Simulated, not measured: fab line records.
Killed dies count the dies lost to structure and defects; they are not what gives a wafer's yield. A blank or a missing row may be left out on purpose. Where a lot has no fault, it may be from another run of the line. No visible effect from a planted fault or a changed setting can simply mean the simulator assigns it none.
A struck lot beside a sound one -- flow nand_harc -- 14 steps out of a route of 1302
Sound: these wafers, L530.1, L530.4, L530.5. Wafers struck: L529.4, L529.5, L529.6. Last of all comes the cause.
Order at every step that has rows: each side's tool, ch and its chambers, its first start. Under that, the readings that differ: sound wafers -- struck wafers -- difference of the means -- sigmas: that difference in standard deviations of wafers without a fault.
alike: readings with means less than 2 such deviations apart, plus words and numbers identical on both sides. not compared: withheld readings, readings lacking a value on some wafer, bounds such as >300 that could conceal the same value, and numbers that have no deviation in the record and whose values overlap.
A row with sigmas, a row that says differs or no value, or rows on one side alone: a step with any of these is where the two part. Numbers that don't overlap but have no deviation are shown without sigmas and don't part them. Lack of a reading on every wafer of one side parts them only where that side has two or more wafers.

first, 1 step without rows for these wafers: NHARC_A_M1_DEGAS_29 (time 60 s).
NHARC_A_M1_PRE_CLEAN_30: time 30 s.
  sound on pvd_sputter-02; struck on pvd_sputter-01
  alike: heater_power_w
NHARC_A_M1_PVD_20: deposits TaN, target thk 5 nm, time 8.06 s.
  sound on pvd_sputter-02; struck on pvd_sputter-01
  alike: throttle_valve_pct
then, 3 steps without rows for these wafers: NHARC_A_M1_PVD_21 (deposits Cu, target thk 30 nm, time 20.49 s); NHARC_A_M1_ECD_22 (material Cu, target thk 400 nm); NHARC_A_M1_ANNEAL_31 (time 90 s).
NHARC_A_M1_CMP_23: polishes, t overpolish 20 s, target thk 154.34 nm.
  sound on cmp-04 ch 0,2, day 27 12:35; struck on cmp-03 ch 1,2,3, day 27 11:55
  alike: motor_current_A, time_to_endpoint_s
NHARC_A_M1_THK_MEAS_24: measures by xrf.
  sound: film_metro-02 at day 27 12:53; struck: film_metro-01 at day 27 12:11
  alike: thk_nm
then, 1 step without rows for these wafers: NHARC_A_M1_SRD_25.
NHARC_A_M1_INSPECT_27:
  sound: defect_inspect-02 at day 27 13:02; struck: defect_inspect-01 at day 27 12:20
  alike: raw_defect_count
NHARC_A_M1_PRE_CLEAN_32: time 12 s.
  sound on pecvd-03 ch 0,1, day 27 13:07; struck on pecvd-02 ch 0,1,2, day 27 12:26
  alike: heater_power_w
NHARC_A_M1_DEP_33: deposits SiCN, target thk 30 nm.
  sound on pecvd-03 ch 0,1, day 27 13:11; struck on pecvd-02 ch 0,1,2, day 27 12:37
reading,sound,struck,difference,sigmas
rf_fwd_power_W (W),446.4 447.0 448.0,517.6 521.2 521.9,+73.1,+49
  alike: heater_power_w
NHARC_A_BONDPAD_DEP_00: deposits SiCN, target thk 250 nm.
  sound on pecvd-01 ch 0,2, day 27 13:47; struck on pecvd-01 ch 0,1,2, day 27 13:10
  alike: heater_power_w, rf_fwd_power_W
NHARC_END_SORT_01:
  sound on prober-01 ch 0, day 28 21:07; struck on prober-02 ch 0, day 29 06:23
  alike: defect_limited_yield, killed_at_array, killed_at_other, killed_at_periphery, killed_dies, killed_open, killed_short

== WHERE THEY PART ==
Within this record, at NHARC_A_M1_DEP_33 only. Later steps at which nothing parts them and some readings are alike: NHARC_A_BONDPAD_DEP_00, NHARC_END_SORT_01.

WHY: what had been put in by the simulator
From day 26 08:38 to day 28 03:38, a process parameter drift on pecvd-02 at NHARC_A_M1_DEP_33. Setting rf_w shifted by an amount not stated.
